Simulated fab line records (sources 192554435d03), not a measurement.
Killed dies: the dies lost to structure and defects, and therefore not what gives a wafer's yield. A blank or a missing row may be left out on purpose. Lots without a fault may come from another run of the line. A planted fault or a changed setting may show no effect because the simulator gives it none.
Which of the tools did it?	flow n5_finfet	10 lots with 29 wafers sampled at 6 steps, on a route of 1938 steps

## WHAT THE GAUGES SHOWED, per wafer
N5_BEOL_M4_RC_MEAS_101.
lot	measured	on	DIBL_N (mV/V)
L494	day 9 01:16	prober-02	36.5 36.5 34.9
L496	day 9 04:16	prober-02	38.0 35.2 36.1
L503	day 11 05:14	prober-01	36.7 35.7 38.2
L504	day 11 23:53	prober-02	36.7 35.2 35.6
L505	day 12 00:11	prober-01	36.8 38.2 36.5
L507	day 12 06:56	prober-01	36.2 37.5 35.9
L509	day 12 14:08	prober-02	35.7 34.5 37.8
L508	day 13 08:59	prober-01	39.0 36.8 38.3
L510	day 13 12:04	prober-01	34.8 35.8
L511	day 13 11:52	prober-02	37.6 38.0 36.0

## EACH LOT AND THE TOOL THAT RAN IT (in order: tool; ch and the chambers of the sampled wafers; start)
lot	N5_BEOL_M2_ANNEAL_91	N5_BEOL_M2_SPUTTER_92	N5_BEOL_M2_ECD_50	N5_BEOL_M2_CMP_52	N5_BEOL_M2_PRE_CLEAN_60
L494	pvd_sputter-02, day 7 09:15	pvd_sputter-02, day 7 09:23	ecd_cu-02 ch 0,1, day 7 09:56	cmp-03 ch 0,2, day 7 10:19	cvd_co-02 ch 2, day 7 10:39
L496	pvd_sputter-01, day 7 14:26	pvd_sputter-01, day 7 14:35	ecd_cu-01 ch 1, day 7 15:08	cmp-04 ch 1,2, day 7 15:32	cvd_co-01 ch 0,1,2, day 7 15:52
L503	pvd_sputter-03, day 9 11:46	pvd_sputter-03, day 9 11:54	ecd_cu-01 ch 0,1, day 9 12:27	cmp-03 ch 0,2,3, day 9 12:54	cvd_co-02 ch 0,1, day 9 13:10
L504	pvd_sputter-03, day 10 08:59	pvd_sputter-03, day 10 09:08	ecd_cu-01 ch 0,1, day 10 09:41	cmp-03 ch 0,2,3, day 10 10:16	cvd_co-02 ch 0,1,2, day 10 10:49
L505	pvd_sputter-02, day 10 12:05	pvd_sputter-02, day 10 12:14	ecd_cu-01 ch 0,1, day 10 12:48	cmp-01 ch 0,1, day 10 13:37	cvd_co-01 ch 0,2, day 10 14:08
L507	pvd_sputter-01, day 10 13:59	pvd_sputter-01, day 10 14:08	ecd_cu-01 ch 0,1, day 10 14:43	cmp-04 ch 0,3, day 10 15:06	cvd_co-01 ch 0,1,2, day 10 15:25
L509	pvd_sputter-02, day 10 22:02	pvd_sputter-02, day 10 22:10	ecd_cu-01 ch 0,1, day 10 22:44	cmp-04 ch 0,2,3, day 10 23:06	cvd_co-02 ch 0,1, day 10 23:26
L508	pvd_sputter-03, day 11 05:23	pvd_sputter-03, day 11 05:32	ecd_cu-01 ch 1, day 11 06:05	cmp-03 ch 0,1, day 11 06:28	cvd_co-02 ch 1,2, day 11 06:48
L510	pvd_sputter-01, day 11 08:32	pvd_sputter-01, day 11 08:39	ecd_cu-01 ch 0,1, day 11 09:12	cmp-01 ch 2,3, day 11 10:12	cvd_co-02 ch 1,2, day 11 13:06
L511	pvd_sputter-03, day 11 08:59	pvd_sputter-03, day 11 09:08	ecd_cu-02 ch 0,1, day 11 09:41	cmp-04 ch 0,1,3, day 11 12:44	cvd_co-02 ch 0,1,2, day 11 13:18
- N5_BEOL_M2_ANNEAL_91: time 240 s.
- N5_BEOL_M2_SPUTTER_92: material Cu, target thk 4.5 nm, time 8.29 s.
- N5_BEOL_M2_ECD_50: material Cu, target thk 300 nm.
- N5_BEOL_M2_CMP_52: polishes, stops on SiOC, t overpolish 6.8 s, target thk 40 nm.
- N5_BEOL_M2_PRE_CLEAN_60: time 15 s.

## THE ANSWER, worked out from the rows above alone
Rule: what is usual is taken from the lots themselves. Put in order of their means at a reading, lots are off if they are a third of the lots or fewer, leave a main group of 4 or more, and stand apart from it by a gap of 3 or more times the standard deviation of the main group's means; of several such gaps the widest counts. A main group is skipped when, at the precision printed for the reading in the tables above, its means are all equal. A lot without any number at a reading at which 4 lots or more have one is off too. Any other lot the step has rows for is counted as sound.
No lot is off at any reading shown: from this, nothing can be told.

## WHAT THE SIMULATOR HAD INSERTED
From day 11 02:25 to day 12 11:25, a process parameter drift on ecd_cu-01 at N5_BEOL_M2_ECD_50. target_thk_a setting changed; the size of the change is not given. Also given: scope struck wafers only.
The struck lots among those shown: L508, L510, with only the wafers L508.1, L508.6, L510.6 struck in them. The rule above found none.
